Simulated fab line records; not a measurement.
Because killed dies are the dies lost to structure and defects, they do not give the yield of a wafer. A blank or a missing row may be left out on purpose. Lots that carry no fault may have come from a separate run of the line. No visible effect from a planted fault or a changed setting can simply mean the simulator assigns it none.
Matching of chambers / flow n5-finfet / pecvd-01 running N5_BEOL_M14_DEP_53: 3 sister chambers
The step deposits SiCN from 3MS/NH3, target thk 50 nm, time 17.8 s. 3 wafers are shown with their chamber, then 8 later ones without.

EACH WAFER AND ITS CHAMBER
wafer=L084.4; chamber=1; throttle-valve-pct (%)=20.5
wafer=L084.6; chamber=2; throttle-valve-pct (%)=18.0
wafer=L090.1; chamber=0; throttle-valve-pct (%)=17.4

WAFERS WITH NO CHAMBER GIVEN
wafer=L090.2; throttle-valve-pct (%)=20.4
wafer=L090.4; throttle-valve-pct (%)=17.4
wafer=L088.1; throttle-valve-pct (%)=20.1
wafer=L088.3; throttle-valve-pct (%)=17.6
wafer=L088.5; throttle-valve-pct (%)=17.0
wafer=L097.2; throttle-valve-pct (%)=18.0
wafer=L097.4; throttle-valve-pct (%)=18.2
wafer=L097.6; throttle-valve-pct (%)=17.9

THE CHAMBER EACH PASSED THROUGH
wafer=L090.2; from the rows above=1; in truth=1
wafer=L090.4; from the rows above=0; in truth=0
wafer=L088.1; from the rows above=1; in truth=1
wafer=L088.3; from the rows above=can't be placed: 0 or 2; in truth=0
wafer=L088.5; from the rows above=0; in truth=0
wafer=L097.2; from the rows above=2; in truth=2
wafer=L097.4; from the rows above=2; in truth=2
wafer=L097.6; from the rows above=can't be placed: 2 or 0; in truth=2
Placed correctly: 6 of 8. Cannot be placed on the basis of these rows: 2; the candidates contain the true chamber in 2. Placed wrongly: 0.
How it was worked out, from the rows above alone: a wafer's distance from a chamber is the root of the sum, over the readings, of the square of ((its reading less the chamber's mean) divided by the reading's scatter). The wafer belongs to the nearest chamber; if the next one is less than 2 further off, it can't be placed. Each chamber's mean is taken over the wafers shown for it. The scatter: with one shown wafer a chamber, the root of the mean of the squares of how far each hidden wafer lies from its nearest shown one.
